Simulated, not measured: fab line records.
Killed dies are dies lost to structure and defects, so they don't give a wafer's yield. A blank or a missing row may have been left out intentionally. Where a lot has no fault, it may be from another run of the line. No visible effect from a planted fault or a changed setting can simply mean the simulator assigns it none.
Comparing a struck lot with a sound one / flow nand_harc / 15 steps out of a route of 1302
Sound: the wafers L935.2, L935.3, L935.6. Struck: wafer L946.2 (L946.5, L946.6, from the same lot, were not struck and are left out); the cause is given at the end.
Order at every step that has rows: each side's tool, ch and its chambers, its first start. Under that, the readings that differ: sound wafers / struck wafers / difference of the means / sigmas: that difference in standard deviations of wafers without a fault.
alike: same words and numbers on both sides, and readings whose means sit less than 2 such deviations apart. not compared: any withheld reading, any reading some wafer has no value for, any bound like >300 that may hide the same value, and any number with overlapping values for which the record gives no deviation.
A row with sigmas, a row that says differs or no value, or rows on one side alone: a step with any of these is where the two part. Numbers that don't overlap but have no deviation are shown without sigmas and don't part them. A reading that every wafer of one side lacks parts them only if that side has two wafers or more.

NHARC_A_BLC_INSPECT_12:
  sound on defect_inspect-01 at day 23 04:55; struck on defect_inspect-01 at day 27 08:07
  alike: raw_defect_count
NHARC_A_BLC_DESCUM_15: chemistry O2, time 3 s.
  sound on rie_diel-13 ch 1,2,3, day 23 04:59; struck on rie_diel-11 ch 3, day 27 08:11
  alike: drypump_motor_current_A, mfc_ar_sccm, oes_product_au, rf_vpp_V, showerhead_plenum_p_Torr, throttle_valve_pct
  not compared: rf_hours_counter_h
NHARC_A_BLC_ETCH_16: etches the open film in CF4, target depth 39 nm, time 65 s.
  sound on rie_diel-13 ch 2,3, day 23 05:04; struck on rie_diel-11 ch 3, day 27 08:16
  alike: drypump_motor_current_A, mfc_ar_sccm, oes_product_au, rf_vpp_V, showerhead_plenum_p_Torr, throttle_valve_pct
  not compared: rf_hours_counter_h
then, 2 steps without rows for these wafers: NHARC_A_BLC_ETCH_17 (etches the open film in N2/H2, target depth 390 nm, time 609.38 s); NHARC_A_BLC_ETCH_18 (etches the open film in C4F8/O2/Ar, target depth 910 nm).
NHARC_A_BLC_CD_MEAS_19:
  sound on cd_sem-03 at day 23 06:08; struck on cd_sem-03 at day 27 09:09
  alike: cd_nm
NHARC_A_BLC_STRIP_29: strips in CF4.
  sound on rie_diel-13 ch 1,2,3, day 23 06:13; struck on rie_diel-13 ch 0, day 27 09:14
reading=mfc_ar_sccm (sccm); sound=0 0 0.019; struck=0.029; difference=+0.023; sigmas=+2
reading=throttle_valve_pct (%); sound=13.289 13.304 13.298; struck=13.276; difference=-0.021; sigmas=-2
  alike: drypump_motor_current_A, oes_product_au, rf_vpp_V, showerhead_plenum_p_Torr
  not compared: rf_hours_counter_h
then, 4 steps without rows for these wafers: NHARC_A_BLC_STRIP_21 (strips in O2); NHARC_A_BLC_STRIP_22 (strips in post etch residue remover, time 600 s); NHARC_A_BLC_DEGAS_30 (time 60 s); NHARC_A_BLC_PRE_CLEAN_31 (time 15 s).
NHARC_A_BLC_PVD_32: deposits Ti, target thk 5 nm, time 17.7 s.
  sound on pvd_sputter-01; struck on pvd_sputter-01
  alike: cathode_dc_power_W, throttle_valve_pct
NHARC_A_BLC_ALD_23: deposits TiN, target thk 3 nm, pulse time 1 s, ald cycles 150.
  sound on ald_metal-01 ch 1,2, day 23 07:01; struck on ald_metal-01 ch 3, day 27 10:02
reading=ald_cycles; sound=150 150 150; struck=69; difference=-81; sigmas=
  alike: heater_power_w, precursor_pulse_height_rel
NHARC_A_BLC_CVD_24: deposits W, target thk 150 nm, time 434 s.
  sound on cvd_w-01 ch 0,1; struck on cvd_w-01 ch 0
  alike: heater_power_w, mfc_ar_sccm, throttle_valve_pct
NHARC_END_SORT_01:
  sound on prober-02 ch 0, day 24 21:39; struck on prober-02 ch 0, day 29 04:32
reading=killed_at_array; sound=72 72 69; struck=671; difference=+600; sigmas=+35
reading=killed_dies; sound=75 74 73; struck=677; difference=+603; sigmas=+35
  alike: killed_at_other, killed_at_periphery, killed_open, killed_short

WHERE THEY PART
At NHARC_A_BLC_STRIP_29 first; at NHARC_END_SORT_01 last (within this record only).

WHY: what the simulator had put in
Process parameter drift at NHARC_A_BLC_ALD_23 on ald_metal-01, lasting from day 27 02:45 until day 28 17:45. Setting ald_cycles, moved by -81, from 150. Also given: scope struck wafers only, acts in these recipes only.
